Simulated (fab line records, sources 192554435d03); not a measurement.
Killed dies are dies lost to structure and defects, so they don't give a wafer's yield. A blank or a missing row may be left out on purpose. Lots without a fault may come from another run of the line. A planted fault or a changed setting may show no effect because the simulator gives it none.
Split-lot experiment | flow n5_finfet | 7 lots, 21 wafers read, on a route of 1938 steps

THE SPLIT
At N5_BEOL_M5_TRENCH_ETCH_37 (etches SiCOH lowk in C4F6/O2, target depth 71.652 nm, time 24.7 s), the setting bias_w was moved away from the recipe's 185 W on 7 of the 21 wafers read, by -11.4% to +17.7%. The other wafers ran this setting at the recipe's value.

The reading is taken at the split's own step.

THE READING
rf_vpp_V, in V, at N5_BEOL_M5_TRENCH_ETCH_37 (etches SiCOH lowk in C4F6/O2, target depth 71.652 nm, time 24.7 s). Fault-free wafers of this fab line usually give 666 V, standard deviation 4.1 V.

wafer  | tool, chamber at the split | bias_w as run, W | against the recipe | rf_vpp_V, V | against lot-mates on the recipe
L076.1 | rie_diel-03, 3             | 185              | recipe             | 673         | -
L076.5 | rie_diel-03, 1             | 185              | recipe             | 666         | -
L076.6 | rie_diel-03, 0             | 185              | recipe             | 667         | -
L080.4 | rie_diel-04, 1             | 214              | +15.7%             | 747         | +80
L080.5 | rie_diel-04, 0             | 214              | +15.7%             | 750         | +83
L080.6 | rie_diel-04, 1             | 185              | recipe             | 667         | -
L082.3 | rie_diel-04, 0             | 164              | -11.4%             | 608         | -59
L082.4 | rie_diel-04, 1             | 185              | recipe             | 667         | -
L082.6 | rie_diel-04, 1             | 164              | -11.4%             | 606         | -61
L083.3 | rie_diel-05, 1             | 185              | recipe             | 662         | -
L083.4 | rie_diel-05, 0             | 206.2            | +11.5%             | 722         | +55
L083.5 | rie_diel-05, 3             | 185              | recipe             | 672         | -
L084.1 | rie_diel-04, 3             | 185              | recipe             | 658         | -
L084.3 | rie_diel-04, 1             | 217.8            | +17.7%             | 757         | +99
L084.6 | rie_diel-04, 3             | 217.8            | +17.7%             | 750         | +92
L085.1 | rie_diel-05, 3             | 185              | recipe             | 670         | -
L085.3 | rie_diel-05, 1             | 185              | recipe             | 660         | -
L085.6 | rie_diel-05, 2             | 185              | recipe             | 671         | -
L096.3 | rie_diel-03, 3             | 185              | recipe             | 673         | -
L096.5 | rie_diel-03, 2             | 185              | recipe             | 663         | -
L096.6 | rie_diel-03, 3             | 185              | recipe             | 674         | -

THE FIT
A straight line over all 21 wafers: rf_vpp_V changes by +5.05 V for each +1% of bias_w; r = +0.99; the points scatter about the line by 4.7 V.
The same after taking each lot's own level away (the mean of its wafers on the recipe; 21 wafers): +5.26 V for each +1%; r = +1.00; scatter 4 V.
On that fit, the largest move of bias_w shifts the reading by 93 V.
The lots' own levels span 658.0 to 670.0 V, that is 2.9 times the standard deviation above.
So the lot-to-lot level changes the slope little: the two slopes agree.
Check: with one of the wafers moved furthest among these (+17.7%) left out of the fit, the line predicts +91.6 V for it against its lot-mates. It came out at +99 V against them.
Tool readings at the split's step, against how far the setting was moved: rf_vpp_V r = +0.99.

OTHER SPLITS ON THESE WAFERS
These wafers also went through other splits before the reading. Each is held against what the fit with the lots' levels taken away leaves over:
other split on the same wafers | wafers away from the commonest value | r with rf_vpp_V (lot level and that fit taken away)
N5_BEOL_M3_COAT_67 spin_rpm    | 3                                    | -0.02
N5_BEOL_M3_COAT_22 spin_rpm    | 7                                    | -0.02
N5_BEOL_M5_COAT_22 spin_rpm    | 8                                    | -0.31

THE FILE'S OWN FIT
rf_vpp_V changes by +5.24 V for each +1% of bias_w, r = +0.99.
